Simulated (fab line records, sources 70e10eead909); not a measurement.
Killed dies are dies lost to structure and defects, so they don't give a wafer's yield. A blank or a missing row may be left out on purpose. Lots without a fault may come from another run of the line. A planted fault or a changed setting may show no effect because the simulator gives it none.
Which tool did it? | flow nand_harc | 23 lots, 69 wafers sampled, at 6 steps of a route of 1302

WHAT THE GAUGES READ, wafer by wafer
The record holds no reading of a measuring or inspecting step that can be judged against a usual standard deviation.

WHICH TOOL RAN EACH LOT (tool, then ch and the chambers of the sampled wafers, then the start)
lot  | NHARC_A_STAIRCASE_ETCH_452                    | NHARC_A_STAIRCASE_STRIP_295                   | NHARC_A_STAIRCASE_DEP_301       | NHARC_A_STAIRCASE_DEP_322       | NHARC_A_STAIRCASE_DEP_471       | NHARC_A_SGD_CUT_DESCUM_14
L074 | rie_diel-12 ch 0,2,3, day 17 03:31 or earlier | rie_diel-12 ch 1,3, day 17 03:31 or earlier   | pecvd-04 ch 1,2, day 17 03:31   | pecvd-03 ch 1,2, day 18 12:04   | pecvd-02 ch 0,1, day 19 14:59   | rie_diel-06 ch 0,1, day 19 16:28
L075 | rie_diel-05 ch 1,2,3, day 17 03:31 or earlier | rie_diel-05 ch 0,1,2, day 17 03:31 or earlier | pecvd-02 ch 0,1,2, day 17 03:31 | pecvd-04 ch 1,2, day 18 12:04   | pecvd-04 ch 0,1, day 19 13:55   | rie_diel-08 ch 0,1,2, day 19 15:29
L076 | rie_diel-05 ch 0,2,3, day 17 22:08 or earlier | rie_diel-05 ch 0,2,3, day 17 22:08 or earlier | pecvd-02 ch 0,1,2, day 17 22:08 | pecvd-03 ch 0,2, day 18 23:30   | pecvd-02 ch 0,1,2, day 20 02:18 | rie_diel-06 ch 1,2,3, day 20 03:54
L078 | rie_diel-09 ch 1,2, day 18 04:14 or earlier   | rie_diel-09 ch 1,2,3, day 18 04:14 or earlier | pecvd-03 ch 0,1, day 18 04:14   | pecvd-02 ch 0,1, day 19 08:08   | pecvd-03 ch 0,1, day 20 08:37   | rie_diel-06 ch 1,3, day 20 10:04
L077 | rie_diel-09 ch 1,2,3, day 18 11:02 or earlier | rie_diel-09 ch 0,1, day 18 11:02 or earlier   | pecvd-03 ch 0,1,2, day 18 11:02 | pecvd-03 ch 0,2, day 19 08:02   | pecvd-02 ch 0,1,2, day 20 08:46 | rie_diel-08 ch 0,1,2, day 20 10:20
L079 | rie_diel-09 ch 1,2,3, day 19 03:46 or earlier | rie_diel-09 ch 0,1,3, day 19 03:46 or earlier | pecvd-02 ch 0,1, day 19 03:46   | pecvd-03 ch 0,2, day 20 03:53   | pecvd-04 ch 0,2, day 21 02:06   | rie_diel-03 ch 0,2,3, day 21 03:40
L080 | rie_diel-09 ch 0,2, day 19 13:54 or earlier   | rie_diel-09 ch 0,1,3, day 19 13:54 or earlier | pecvd-03 ch 0,1,2, day 19 13:54 | pecvd-03 ch 0,1,2, day 20 14:04 | pecvd-02 ch 0,2, day 21 13:59   | rie_diel-06 ch 2,3, day 21 15:34
L081 | rie_diel-05 ch 1,2,3, day 20 03:18 or earlier | rie_diel-05 ch 0,1,2, day 20 03:18 or earlier | pecvd-03 ch 0,2, day 20 03:18   | pecvd-04 ch 1,2, day 21 05:41   | pecvd-03 ch 0,2, day 22 08:04   | rie_diel-08 ch 1,2,3, day 22 09:41
L082 | rie_diel-05 ch 1,2, day 20 06:47 or earlier   | rie_diel-05 ch 2,3, day 20 06:47 or earlier   | pecvd-03 ch 0,1,2, day 20 06:47 | pecvd-03 ch 0,1,2, day 21 05:52 | pecvd-02 ch 0,1,2, day 22 08:32 | rie_diel-03 ch 2,3, day 22 10:08
L085 | rie_diel-12 ch 2,3, day 21 09:07 or earlier   | rie_diel-12 ch 0,1, day 21 09:07 or earlier   | pecvd-04 ch 1,2, day 21 09:07   | pecvd-04 ch 0,1, day 22 08:53   | pecvd-02 ch 0,1,2, day 23 10:56 | rie_diel-06 ch 1,2, day 23 16:20
L084 | rie_diel-09 ch 1,2,3, day 21 09:34 or earlier | rie_diel-09 ch 0,3, day 21 09:34 or earlier   | pecvd-04 ch 0,2, day 21 09:34   | pecvd-02 ch 0,1,2, day 22 09:00 | pecvd-02 ch 0,2, day 23 07:42   | rie_diel-06 ch 0,1, day 23 09:06
L086 | rie_diel-09 ch 0,1,3, day 22 07:18 or earlier | rie_diel-09 ch 2,3, day 22 07:18 or earlier   | pecvd-04 ch 0,1,2, day 22 07:18 | pecvd-03 ch 0,2, day 23 08:47   | pecvd-02 ch 1,2, day 24 07:23   | rie_diel-03 ch 0,2,3, day 24 08:50
L087 | rie_diel-05 ch 0,3, day 23 06:03 or earlier   | rie_diel-05 ch 0,2, day 23 06:03 or earlier   | pecvd-02 ch 0,1,2, day 23 06:03 | pecvd-04 ch 0,1,2, day 24 08:18 | pecvd-04 ch 0,1,2, day 25 06:34 | rie_diel-06 ch 0,2, day 25 08:02
L089 | rie_diel-05 ch 2,3, day 23 07:54 or earlier   | rie_diel-05 ch 0,2,3, day 23 07:54 or earlier | pecvd-03 ch 1,2, day 23 07:54   | pecvd-03 ch 0,2, day 24 08:12   | pecvd-02 ch 0,1, day 25 07:58   | rie_diel-03 ch 0,2,3, day 25 09:34
L088 | rie_diel-05 ch 0,2,3, day 23 09:45 or earlier | rie_diel-05 ch 1,2,3, day 23 09:45 or earlier | pecvd-02 ch 0,2, day 23 09:45   | pecvd-02 ch 0,1, day 24 08:17   | pecvd-04 ch 0,2, day 25 07:38   | rie_diel-08 ch 0,1, day 25 09:14
L090 | rie_diel-09 ch 0,1,2, day 23 21:07 or earlier | rie_diel-09 ch 1,3, day 23 21:07 or earlier   | pecvd-04 ch 0,1, day 23 21:07   | pecvd-04 ch 0,1,2, day 24 20:33 | pecvd-03 ch 1,2, day 25 19:22   | rie_diel-08 ch 0,1,2, day 25 20:53
L091 | rie_diel-05 ch 0,2,3, day 24 05:46 or earlier | rie_diel-05 ch 0,1,2, day 24 05:46 or earlier | pecvd-02 ch 1,2, day 24 05:46   | pecvd-02 ch 0,2, day 25 06:46   | pecvd-02 ch 0,1,2, day 26 11:21 | rie_diel-03 ch 2,3, day 26 12:53
L092 | rie_diel-12 ch 1,2,3, day 24 17:30 or earlier | rie_diel-12 ch 0,2,3, day 24 17:30 or earlier | pecvd-03 ch 0,1,2, day 24 17:30 | pecvd-03 ch 1,2, day 25 19:51   | pecvd-02 ch 0,2, day 27 02:34   | rie_diel-08 ch 1,2,3, day 27 04:19
L093 | rie_diel-05 ch 1,2,3, day 24 20:49 or earlier | rie_diel-05 ch 1,3, day 24 20:49 or earlier   | pecvd-02 ch 0,1,2, day 24 20:49 | pecvd-04 ch 0,2, day 25 20:02   | pecvd-04 ch 0,1,2, day 27 01:46 | rie_diel-06 ch 0,1,2, day 27 03:19
L094 | rie_diel-09 ch 0,1,3, day 25 00:37 or earlier | rie_diel-09 ch 0,1,3, day 25 00:37 or earlier | pecvd-04 ch 0,2, day 25 00:37   | pecvd-04 ch 0,1, day 26 04:25   | pecvd-02 ch 0,1,2, day 27 01:33 | rie_diel-03 ch 0,1,3, day 27 03:07
L096 | rie_diel-12 ch 0,1, day 25 23:04 or earlier   | rie_diel-12 ch 0,1,3, day 25 23:04 or earlier | pecvd-03 ch 0,1, day 25 23:04   | pecvd-02 ch 0,1,2, day 27 03:27 | pecvd-04 ch 0,1,2, day 28 04:38 | rie_diel-06 ch 0,2,3, day 28 06:11
L095 | rie_diel-12 ch 1,2, day 26 03:23 or earlier   | rie_diel-12 ch 1,2, day 26 03:23 or earlier   | pecvd-03 ch 0,1,2, day 26 03:23 | pecvd-03 ch 0,1,2, day 27 03:43 | pecvd-02 ch 0,1,2, day 28 04:28 | rie_diel-08 ch 0,2,3, day 28 05:51
L097 | rie_diel-12 ch 0,2,3, day 27 00:01 or earlier | rie_diel-12 ch 1,2, day 27 00:01 or earlier   | pecvd-02 ch 0,1,2, day 27 00:01 | pecvd-03 ch 0,1, day 28 02:20   | pecvd-02 ch 0,1,2, day 29 06:15 | rie_diel-03 ch 0,1,3, day 29 07:49
- NHARC_A_STAIRCASE_ETCH_452: etches the open film in CF4/O2, target depth 30 nm, overetch 3 nm, time 16.5 s.
- NHARC_A_STAIRCASE_STRIP_295: strips in O2.
- NHARC_A_STAIRCASE_DEP_301: deposits SiON, target thk 30 nm.
- NHARC_A_STAIRCASE_DEP_322: deposits SiO2, target thk 7200 nm.
- NHARC_A_STAIRCASE_DEP_471: deposits SiO2, target thk 100 nm.
- NHARC_A_SGD_CUT_DESCUM_14: chemistry O2, time 3 s.

WHAT THE TOOLS THEMSELVES READ (means of the sampled wafers that have a number; where no wafer has one, the mark that the record gives instead)
NHARC_A_STAIRCASE_ETCH_452.
lot  | tool        | drypump_motor_current_A (A) | oes_product_au (a.u.) | rf_vpp_V (V) | showerhead_plenum_p_Torr (Torr) | throttle_valve_pct (%)
L074 | rie_diel-12 | 5.6                         | 1.003                 | 198.1        | 1.35                            | 13.388
L075 | rie_diel-05 | 5.7                         | 1.004                 | 196.8        | 1.29                            | 13.413
L076 | rie_diel-05 | 5.8                         | 0.986                 | 197.6        | 1.32                            | 13.397
L078 | rie_diel-09 | 6.1                         | 0.990                 | 199.9        | 1.42                            | 13.399
L077 | rie_diel-09 | 6.0                         | 1.007                 | 198.4        | 1.40                            | 13.400
L079 | rie_diel-09 | 6.0                         | 1.003                 | 198.6        | 1.39                            | 13.399
L080 | rie_diel-09 | 6.1                         | 0.993                 | 198.9        | 1.37                            | 13.391
L081 | rie_diel-05 | 5.7                         | 0.994                 | 196.5        | 1.29                            | 13.391
L082 | rie_diel-05 | 5.8                         | 0.992                 | 197.0        | 1.28                            | 13.401
L085 | rie_diel-12 | 5.3                         | 1.003                 | 197.1        | 1.29                            | 13.389
L084 | rie_diel-09 | 6.0                         | 0.995                 | 199.0        | 1.39                            | 13.387
L086 | rie_diel-09 | 6.0                         | 0.997                 | 197.8        | 1.34                            | 13.397
L087 | rie_diel-05 | 5.3                         | 0.992                 | 196.5        | 1.30                            | 13.405
L089 | rie_diel-05 | 6.2                         | 1.010                 | 196.3        | 1.30                            | 13.400
L088 | rie_diel-05 | 5.8                         | 1.001                 | 197.7        | 1.31                            | 13.393
L090 | rie_diel-09 | 6.1                         | 0.996                 | 197.7        | 1.36                            | 13.383
L091 | rie_diel-05 | 5.8                         | 1.006                 | 197.8        | 1.31                            | 13.390
L092 | rie_diel-12 | 5.3                         | 1.009                 | 198.2        | 1.35                            | 13.403
L093 | rie_diel-05 | 5.8                         | 1.011                 | 196.9        | 1.28                            | 13.399
L094 | rie_diel-09 | 6.0                         | 1.005                 | 197.6        | 1.33                            | 13.392
L096 | rie_diel-12 | 5.5                         | 1.013                 | 199.9        | 1.41                            | 13.395
L095 | rie_diel-12 | 5.4                         | 1.007                 | 199.0        | 1.37                            | 13.402
L097 | rie_diel-12 | 5.6                         | 1.003                 | 197.9        | 1.34                            | 13.394

NHARC_A_STAIRCASE_STRIP_295.
lot  | tool        | drypump_motor_current_A (A) | oes_product_au (a.u.) | rf_vpp_V (V) | showerhead_plenum_p_Torr (Torr) | throttle_valve_pct (%)
L074 | rie_diel-12 | 5.1                         | 1.004                 | 57.2         | 3.50                            | 17.042
L075 | rie_diel-05 | 5.8                         | 1.002                 | 57.9         | 3.48                            | 17.027
L076 | rie_diel-05 | 5.8                         | 0.990                 | 57.9         | 3.48                            | 17.034
L078 | rie_diel-09 | 6.0                         | 1.000                 | 58.2         | 3.68                            | 17.027
L077 | rie_diel-09 | 6.1                         | 1.007                 | 58.2         | 3.49                            | 17.036
L079 | rie_diel-09 | 6.0                         | 1.015                 | 57.4         | 3.55                            | 17.031
L080 | rie_diel-09 | 6.0                         | 1.008                 | 57.9         | 3.54                            | 17.044
L081 | rie_diel-05 | 5.8                         | 1.006                 | 57.6         | 3.47                            | 17.034
L082 | rie_diel-05 | 6.2                         | 1.000                 | 57.2         | 3.44                            | 17.034
L085 | rie_diel-12 | 5.5                         | 1.016                 | 57.9         | 3.75                            | 17.039
L084 | rie_diel-09 | 5.9                         | 1.011                 | 57.7         | 3.48                            | 17.041
L086 | rie_diel-09 | 5.9                         | 0.988                 | 58.2         | 3.61                            | 17.043
L087 | rie_diel-05 | 5.8                         | 1.018                 | 57.9         | 3.53                            | 17.037
L089 | rie_diel-05 | 5.8                         | 0.992                 | 57.5         | 3.46                            | 17.040
L088 | rie_diel-05 | 5.8                         | 0.995                 | 57.1         | 3.40                            | 17.028
L090 | rie_diel-09 | 5.9                         | 0.984                 | 58.2         | 3.58                            | 17.031
L091 | rie_diel-05 | 5.8                         | 1.004                 | 57.3         | 3.46                            | 17.038
L092 | rie_diel-12 | 5.6                         | 1.007                 | 58.3         | 3.53                            | 17.033
L093 | rie_diel-05 | 5.3                         | 1.005                 | 57.7         | 3.36                            | 17.036
L094 | rie_diel-09 | 6.0                         | 0.996                 | 57.9         | 3.52                            | 17.035
L096 | rie_diel-12 | 5.5                         | 1.002                 | 58.1         | 3.59                            | 17.033
L095 | rie_diel-12 | 5.3                         | 1.014                 | 58.4         | 3.69                            | 17.051
L097 | rie_diel-12 | 5.3                         | 1.017                 | 57.7         | 3.69                            | 17.042

NHARC_A_STAIRCASE_DEP_301.
lot  | tool     | heater_power_outer_w (W) | heater_power_w (W) | susceptor_temp_C (C)
L074 | pecvd-04 | 474                      | 778                | 399.97
L075 | pecvd-02 | 482                      | 757                | 400.05
L076 | pecvd-02 | 509                      | 798                | 400.05
L078 | pecvd-03 | 472                      | 775                | 399.97
L077 | pecvd-03 | 470                      | 774                | 399.89
L079 | pecvd-02 | 460                      | 723                | 399.91
L080 | pecvd-03 | 476                      | 798                | 399.97
L081 | pecvd-03 | 432                      | 751                | 400.00
L082 | pecvd-03 | 452                      | 775                | 400.19
L085 | pecvd-04 | 498                      | 815                | 400.11
L084 | pecvd-04 | 561                      | 888                | 400.15
L086 | pecvd-04 | 527                      | 847                | 399.97
L087 | pecvd-02 | 498                      | 784                | 399.81
L089 | pecvd-03 | 436                      | 748                | 400.11
L088 | pecvd-02 | 400                      | 702                | 399.97
L090 | pecvd-04 | 524                      | 823                | 399.92
L091 | pecvd-02 | 524                      | 789                | 399.66
L092 | pecvd-03 | 466                      | 776                | 400.07
L093 | pecvd-02 | 499                      | 790                | 399.94
L094 | pecvd-04 | 588                      | 933                | 399.90
L096 | pecvd-03 | 433                      | 723                | 400.03
L095 | pecvd-03 | 434                      | 741                | 399.65
L097 | pecvd-02 | 485                      | 747                | 400.00

NHARC_A_STAIRCASE_DEP_322.
lot  | tool     | heater_power_outer_w (W) | heater_power_w (W) | susceptor_temp_C (C)
L074 | pecvd-03 | 335                      | 618                | 399.92
L075 | pecvd-04 | 432                      | 728                | 399.93
L076 | pecvd-03 | 409                      | 713                | 400.06
L078 | pecvd-02 | 425                      | 669                | 399.82
L077 | pecvd-03 | 348                      | 655                | 400.01
L079 | pecvd-03 | 402                      | 703                | 400.06
L080 | pecvd-03 | 378                      | 660                | 400.03
L081 | pecvd-04 | 391                      | 667                | 400.33
L082 | pecvd-03 | 328                      | 599                | 400.06
L085 | pecvd-04 | 437                      | 720                | 400.06
L084 | pecvd-02 | 373                      | 629                | 400.08
L086 | pecvd-03 | 427                      | 747                | 399.97
L087 | pecvd-04 | 433                      | 715                | 399.96
L089 | pecvd-03 | 426                      | 772                | 400.16
L088 | pecvd-02 | 454                      | 682                | 400.10
L090 | pecvd-04 | 464                      | 758                | 400.04
L091 | pecvd-02 | 358                      | 653                | 399.79
L092 | pecvd-03 | 344                      | 600                | 400.13
L093 | pecvd-04 | 483                      | 785                | 400.11
L094 | pecvd-04 | 464                      | 757                | 399.93
L096 | pecvd-02 | 408                      | 659                | 399.85
L095 | pecvd-03 | 343                      | 618                | 399.94
L097 | pecvd-03 | 383                      | 673                | 399.94

NHARC_A_STAIRCASE_DEP_471.
lot  | tool     | heater_power_outer_w (W) | heater_power_w (W) | susceptor_temp_C (C) | throttle_valve_pct (%)
L074 | pecvd-02 | 411                      | 644                | 399.91               | 15.8
L075 | pecvd-04 | 339                      | 590                | 399.80               | 16.4
L076 | pecvd-02 | 368                      | 616                | 400.12               | 15.6
L078 | pecvd-03 | 323                      | 575                | 400.09               | 15.9
L077 | pecvd-02 | 358                      | 605                | 400.08               | 15.7
L079 | pecvd-04 | 456                      | 742                | 400.10               | 16.2
L080 | pecvd-02 | 276                      | 524                | 399.81               | 16.1
L081 | pecvd-03 | 282                      | 556                | 400.02               | 15.7
L082 | pecvd-02 | 309                      | 542                | 400.02               | 15.8
L085 | pecvd-02 | 346                      | 579                | 400.07               | 15.8
L084 | pecvd-02 | 287                      | 553                | 400.05               | 15.8
L086 | pecvd-02 | 363                      | 628                | 400.02               | 15.3
L087 | pecvd-04 | 342                      | 603                | 400.11               | 16.0
L089 | pecvd-02 | 346                      | 572                | 400.00               | 16.3
L088 | pecvd-04 | 391                      | 650                | 400.07               | 16.3
L090 | pecvd-03 | 303                      | 575                | 399.99               | 15.5
L091 | pecvd-02 | 365                      | 602                | 399.90               | 15.8
L092 | pecvd-02 | 296                      | 533                | 400.24               | 16.3
L093 | pecvd-04 | 386                      | 646                | 400.07               | 16.0
L094 | pecvd-02 | 325                      | 541                | 400.05               | 15.8
L096 | pecvd-04 | 336                      | 585                | 400.17               | 15.8
L095 | pecvd-02 | 372                      | 602                | 400.13               | 15.9
L097 | pecvd-02 | 316                      | 525                | 400.02               | 16.0

NHARC_A_SGD_CUT_DESCUM_14.
lot  | tool        | drypump_motor_current_A (A) | oes_product_au (a.u.) | rf_vpp_V (V) | showerhead_plenum_p_Torr (Torr) | throttle_valve_pct (%)
L074 | rie_diel-06 | 5.8                         | 0.998                 | 57.2         | 1.98                            | 11.305
L075 | rie_diel-08 | 5.8                         | 0.998                 | 56.8         | 1.83                            | 11.315
L076 | rie_diel-06 | 6.1                         | 1.000                 | 58.2         | 1.90                            | 11.316
L078 | rie_diel-06 | 5.8                         | 0.997                 | 58.6         | 1.96                            | 11.319
L077 | rie_diel-08 | 5.8                         | 1.003                 | 56.7         | 1.83                            | 11.313
L079 | rie_diel-03 | 5.5                         | 1.002                 | 57.3         | 2.00                            | 11.315
L080 | rie_diel-06 | 6.4                         | 1.002                 | 58.0         | 1.84                            | 11.301
L081 | rie_diel-08 | 5.8                         | 0.986                 | 57.9         | 1.83                            | 11.314
L082 | rie_diel-03 | 5.3                         | 0.981                 | 58.6         | 2.01                            | 11.312
L085 | rie_diel-06 | 6.0                         | 1.002                 | 58.1         | 1.93                            | 11.313
L084 | rie_diel-06 | 5.8                         | 0.995                 | 58.3         | 1.96                            | 11.315
L086 | rie_diel-03 | 5.5                         | 0.998                 | 57.6         | 2.00                            | 11.312
L087 | rie_diel-06 | 6.4                         | 0.995                 | 58.0         | 1.86                            | 11.311
L089 | rie_diel-03 | 5.5                         | 0.998                 | 58.0         | 2.00                            | 11.306
L088 | rie_diel-08 | 6.0                         | 1.010                 | 57.7         | 1.78                            | 11.314
L090 | rie_diel-08 | 5.8                         | 1.000                 | 56.1         | 1.83                            | 11.314
L091 | rie_diel-03 | 5.3                         | 0.996                 | 58.3         | 2.00                            | 11.306
L092 | rie_diel-08 | 5.8                         | 1.002                 | 56.7         | 1.83                            | 11.306
L093 | rie_diel-06 | 6.1                         | 0.997                 | 58.4         | 1.92                            | 11.306
L094 | rie_diel-03 | 5.5                         | 1.007                 | 58.1         | 1.94                            | 11.314
L096 | rie_diel-06 | 6.2                         | 0.991                 | 57.8         | 1.88                            | 11.309
L095 | rie_diel-08 | 5.8                         | 0.989                 | 57.8         | 1.83                            | 11.312
L097 | rie_diel-03 | 5.5                         | 0.998                 | 57.4         | 1.94                            | 11.307

THE ANSWER, worked out from the rows above alone
Rule: what is usual is taken from the lots themselves. Put in order of their means at a reading, lots are off if they are a third of the lots or fewer, leave a main group of 4 or more, and stand apart from it by a gap of 3 or more times the standard deviation of the main group's means; of several such gaps the widest counts. A main group whose means are all the same, to the digits that the tables above print for the reading, isn't used. A lot without any number at a reading at which 4 lots or more have one is off too. The other lots that the step has rows for count as sound. The gauges are gone through in route order, then the tools' own readings, and for those a lot's mean is taken as printed above. The first step at which some lot is off is used, and at that step the reading that is off furthest; a lot without a number counts as furthest.
No lot is off at any reading shown: from this, nothing can be told.

WHAT THE SIMULATOR HAD PUT IN
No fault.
